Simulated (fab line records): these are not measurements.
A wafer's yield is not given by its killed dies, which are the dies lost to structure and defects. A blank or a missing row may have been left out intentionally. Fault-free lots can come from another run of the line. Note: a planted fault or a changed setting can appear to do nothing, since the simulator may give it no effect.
Split-lot study :: flow n5Finfet :: route with 1938 steps; 7 lots, 39 wafers read

THE SPLIT
At N5_BEOL_M9_DESCUM_16 (chemistry O2, time 7.9 s), the setting timeS was moved away from the recipe's 7.9 s on 9 of the 39 wafers read, by -37.7% to +59.0%. All remaining wafers had this setting at the recipe value.

The file shows no step between the split and the reading.

THE READING
CAR-ArF_of_BEOL_M9_COAT_05.thkNm (the simulator's own value, which no gauge read), in nm, at N5_BEOL_M9_ETCH_61 (etches SiARC in CF4, target depth 39 nm, time 65 s). No usual value for it is given in the file. Here, 30 wafers ran the recipe; their average is 55.6 nm with a standard deviation of 0.22 nm.

wafer: L077.1
tool, chamber at the split: rieDiel-06, 0,3
timeS as run, s: 7.9
against the recipe: recipe
CAR-ArF_of_BEOL_M9_COAT_05.thkNm, nm: 55.4
against lot-mates on the recipe: -

wafer: L077.6
tool, chamber at the split: rieDiel-06, 0,3
timeS as run, s: 7.9
against the recipe: recipe
CAR-ArF_of_BEOL_M9_COAT_05.thkNm, nm: 55.4
against lot-mates on the recipe: -

wafer: L077.2
tool, chamber at the split: rieDiel-06, 3,2,1
timeS as run, s: 7.9
against the recipe: recipe
CAR-ArF_of_BEOL_M9_COAT_05.thkNm, nm: 55.6
against lot-mates on the recipe: -

wafer: L077.3
tool, chamber at the split: rieDiel-06, 3,2,1
timeS as run, s: 7.9
against the recipe: recipe
CAR-ArF_of_BEOL_M9_COAT_05.thkNm, nm: 55.6
against lot-mates on the recipe: -

wafer: L077.4
tool, chamber at the split: rieDiel-06, 3,2,1
timeS as run, s: 7.9
against the recipe: recipe
CAR-ArF_of_BEOL_M9_COAT_05.thkNm, nm: 55.6
against lot-mates on the recipe: -

wafer: L077.5
tool, chamber at the split: rieDiel-06, 0
timeS as run, s: 7.9
against the recipe: recipe
CAR-ArF_of_BEOL_M9_COAT_05.thkNm, nm: 55.8
against lot-mates on the recipe: -

wafer: L080.3
tool, chamber at the split: rieDiel-05, 1
timeS as run, s: 7.9
against the recipe: recipe
CAR-ArF_of_BEOL_M9_COAT_05.thkNm, nm: 56
against lot-mates on the recipe: -

wafer: L080.4
tool, chamber at the split: rieDiel-05, 0
timeS as run, s: 7.9
against the recipe: recipe
CAR-ArF_of_BEOL_M9_COAT_05.thkNm, nm: 55.8
against lot-mates on the recipe: -

wafer: L080.5
tool, chamber at the split: rieDiel-05, 3
timeS as run, s: 7.9
against the recipe: recipe
CAR-ArF_of_BEOL_M9_COAT_05.thkNm, nm: 55.8
against lot-mates on the recipe: -

wafer: L083.1
tool, chamber at the split: rieDiel-06, 1
timeS as run, s: 7.9
against the recipe: recipe
CAR-ArF_of_BEOL_M9_COAT_05.thkNm, nm: 55.2
against lot-mates on the recipe: -

wafer: L083.2
tool, chamber at the split: rieDiel-06, 2
timeS as run, s: 7.9
against the recipe: recipe
CAR-ArF_of_BEOL_M9_COAT_05.thkNm, nm: 55.8
against lot-mates on the recipe: -

wafer: L083.3
tool, chamber at the split: rieDiel-06, 3,0,3
timeS as run, s: 7.9
against the recipe: recipe
CAR-ArF_of_BEOL_M9_COAT_05.thkNm, nm: 55.4
against lot-mates on the recipe: -

wafer: L083.4
tool, chamber at the split: rieDiel-06, 3,0,3
timeS as run, s: 7.9
against the recipe: recipe
CAR-ArF_of_BEOL_M9_COAT_05.thkNm, nm: 55.4
against lot-mates on the recipe: -

wafer: L083.5
tool, chamber at the split: rieDiel-06, 3,0,3
timeS as run, s: 7.9
against the recipe: recipe
CAR-ArF_of_BEOL_M9_COAT_05.thkNm, nm: 55.4
against lot-mates on the recipe: -

wafer: L083.6
tool, chamber at the split: rieDiel-06, 0
timeS as run, s: 7.9
against the recipe: recipe
CAR-ArF_of_BEOL_M9_COAT_05.thkNm, nm: 55.4
against lot-mates on the recipe: -

wafer: L082.1
tool, chamber at the split: rieDiel-05, 3,1,0,2,1,2
timeS as run, s: 7.9
against the recipe: recipe
CAR-ArF_of_BEOL_M9_COAT_05.thkNm, nm: 55.4
against lot-mates on the recipe: -

wafer: L082.5
tool, chamber at the split: rieDiel-05, 3,1,0,2,1,2
timeS as run, s: 7.9
against the recipe: recipe
CAR-ArF_of_BEOL_M9_COAT_05.thkNm, nm: 55.4
against lot-mates on the recipe: -

wafer: L082.6
tool, chamber at the split: rieDiel-05, 3,1,0,2,1,2
timeS as run, s: 7.9
against the recipe: recipe
CAR-ArF_of_BEOL_M9_COAT_05.thkNm, nm: 55.4
against lot-mates on the recipe: -

wafer: L082.2
tool, chamber at the split: rieDiel-05, 3,1,0,2,1,2
timeS as run, s: 7.9
against the recipe: recipe
CAR-ArF_of_BEOL_M9_COAT_05.thkNm, nm: 55.6
against lot-mates on the recipe: -

wafer: L082.3
tool, chamber at the split: rieDiel-05, 3,1,0,2,1,2
timeS as run, s: 7.9
against the recipe: recipe
CAR-ArF_of_BEOL_M9_COAT_05.thkNm, nm: 55.6
against lot-mates on the recipe: -

wafer: L082.4
tool, chamber at the split: rieDiel-05, 3,1,0,2,1,2
timeS as run, s: 7.9
against the recipe: recipe
CAR-ArF_of_BEOL_M9_COAT_05.thkNm, nm: 55.6
against lot-mates on the recipe: -

wafer: L084.1
tool, chamber at the split: rieDiel-06, 3,1
timeS as run, s: 12.56
against the recipe: +59.0%
CAR-ArF_of_BEOL_M9_COAT_05.thkNm, nm: 53.2
against lot-mates on the recipe: -2.7

wafer: L084.6
tool, chamber at the split: rieDiel-06, 1
timeS as run, s: 12.56
against the recipe: +59.0%
CAR-ArF_of_BEOL_M9_COAT_05.thkNm, nm: 53.2
against lot-mates on the recipe: -2.7

wafer: L084.2
tool, chamber at the split: rieDiel-06, 0
timeS as run, s: 7.9
against the recipe: recipe
CAR-ArF_of_BEOL_M9_COAT_05.thkNm, nm: 55.8
against lot-mates on the recipe: -

wafer: L084.3
tool, chamber at the split: rieDiel-06, 3,1
timeS as run, s: 12.56
against the recipe: +59.0%
CAR-ArF_of_BEOL_M9_COAT_05.thkNm, nm: 53
against lot-mates on the recipe: -2.9

wafer: L084.4
tool, chamber at the split: rieDiel-06, 2
timeS as run, s: 7.9
against the recipe: recipe
CAR-ArF_of_BEOL_M9_COAT_05.thkNm, nm: 56
against lot-mates on the recipe: -

wafer: L084.5
tool, chamber at the split: rieDiel-06, 2
timeS as run, s: 7.9
against the recipe: recipe
CAR-ArF_of_BEOL_M9_COAT_05.thkNm, nm: 56
against lot-mates on the recipe: -

wafer: L085.1
tool, chamber at the split: rieDiel-05, 1,3
timeS as run, s: 7.9
against the recipe: recipe
CAR-ArF_of_BEOL_M9_COAT_05.thkNm, nm: 55.8
against lot-mates on the recipe: -

wafer: L085.3
tool, chamber at the split: rieDiel-05, 1,3
timeS as run, s: 7.9
against the recipe: recipe
CAR-ArF_of_BEOL_M9_COAT_05.thkNm, nm: 55.8
against lot-mates on the recipe: -

wafer: L085.2
tool, chamber at the split: rieDiel-05, 2
timeS as run, s: 4.924
against the recipe: -37.7%
CAR-ArF_of_BEOL_M9_COAT_05.thkNm, nm: 57.8
against lot-mates on the recipe: +2.1

wafer: L085.5
tool, chamber at the split: rieDiel-05, 1
timeS as run, s: 4.924
against the recipe: -37.7%
CAR-ArF_of_BEOL_M9_COAT_05.thkNm, nm: 57.8
against lot-mates on the recipe: +2.1

wafer: L085.4
tool, chamber at the split: rieDiel-05, 3
timeS as run, s: 7.9
against the recipe: recipe
CAR-ArF_of_BEOL_M9_COAT_05.thkNm, nm: 55.6
against lot-mates on the recipe: -

wafer: L085.6
tool, chamber at the split: rieDiel-05, 2
timeS as run, s: 4.924
against the recipe: -37.7%
CAR-ArF_of_BEOL_M9_COAT_05.thkNm, nm: 57.6
against lot-mates on the recipe: +1.9

wafer: L097.1
tool, chamber at the split: rieDiel-03, 3
timeS as run, s: 10.93
against the recipe: +38.4%
CAR-ArF_of_BEOL_M9_COAT_05.thkNm, nm: 54.2
against lot-mates on the recipe: -1.6

wafer: L097.3
tool, chamber at the split: rieDiel-03, 2
timeS as run, s: 10.93
against the recipe: +38.4%
CAR-ArF_of_BEOL_M9_COAT_05.thkNm, nm: 54.2
against lot-mates on the recipe: -1.6

wafer: L097.2
tool, chamber at the split: rieDiel-03, 0
timeS as run, s: 7.9
against the recipe: recipe
CAR-ArF_of_BEOL_M9_COAT_05.thkNm, nm: 55.6
against lot-mates on the recipe: -

wafer: L097.4
tool, chamber at the split: rieDiel-03, 1,2
timeS as run, s: 7.9
against the recipe: recipe
CAR-ArF_of_BEOL_M9_COAT_05.thkNm, nm: 55.8
against lot-mates on the recipe: -

wafer: L097.5
tool, chamber at the split: rieDiel-03, 1,2
timeS as run, s: 7.9
against the recipe: recipe
CAR-ArF_of_BEOL_M9_COAT_05.thkNm, nm: 56
against lot-mates on the recipe: -

wafer: L097.6
tool, chamber at the split: rieDiel-03, 1
timeS as run, s: 10.93
against the recipe: +38.4%
CAR-ArF_of_BEOL_M9_COAT_05.thkNm, nm: 54
against lot-mates on the recipe: -1.8
Where a row lists several chambers, the file gives one row for several wafers and doesn't say which wafer went through which chamber.

FIT RESULTS
A straight line over all 39 wafers: CAR-ArF_of_BEOL_M9_COAT_05.thkNm changes by -0.0452 nm for each +1% of timeS; r = -0.97; the points scatter about the line by 0.24 nm.
The same after taking each lot's own level away (the mean of its wafers on the recipe; 39 wafers): -0.0481 nm for each +1%; r = -0.99; scatter 0.14 nm.
According to that fit, moving timeS by its largest amount changes the reading by 2.8 nm.
The lots' own levels span 55.43 to 55.93 nm, that is 2.3 times the standard deviation above.
The two slopes agree, so the slope changes little with the lot-to-lot level.
Check: for one of the wafers moved furthest among these (+59.0%), held out of the fit, the line's prediction against its lot-mates is -2.82 nm. Against them it came out at -2.73 nm.

THE OTHER SPLITS THESE WAFERS WENT THROUGH
Before the reading, these wafers also passed through other splits. Each is held against what the fit with the lots' levels taken away leaves over:
other split on the same wafers: N5_BEOL_M0_SAQP_ETCH_106 targetDepthA
wafers away from the commonest value: 15
r with CAR-ArF_of_BEOL_M9_COAT_05.thkNm (lot level and that fit taken away): +0.32

other split on the same wafers: N5_BEOL_M3_CVD_47 targetThkA
wafers away from the commonest value: 15
r with CAR-ArF_of_BEOL_M9_COAT_05.thkNm (lot level and that fit taken away): +0.06

other split on the same wafers: N5_BEOL_M4_ILD_DEP_00 timeS
wafers away from the commonest value: 12
r with CAR-ArF_of_BEOL_M9_COAT_05.thkNm (lot level and that fit taken away): -0.04

THE WHOLE CHAIN: every reading that the file lists as answering this split, in the file's order
step: N5_BEOL_M9_DESCUM_16
what it does: chemistry O2, time 7.9 s
reading: CAR-ArF_of_BEOL_M9_COAT_05.thkNm (the simulator's own value, which no gauge read)
change (the file's fit): -0.0488 nm for each +1% of the setting
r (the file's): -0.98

step: N5_BEOL_M9_ETCH_61
what it does: etches SiARC in CF4, target depth 39 nm, time 65 s
reading: CAR-ArF_of_BEOL_M9_COAT_05.thkNm (the simulator's own value, which no gauge read)
change (the file's fit): -0.0478 nm for each +1% of the setting
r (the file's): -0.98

FILE'S OWN FIT
CAR-ArF_of_BEOL_M9_COAT_05.thkNm changes by -0.0478 nm for each +1% of timeS, r = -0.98.
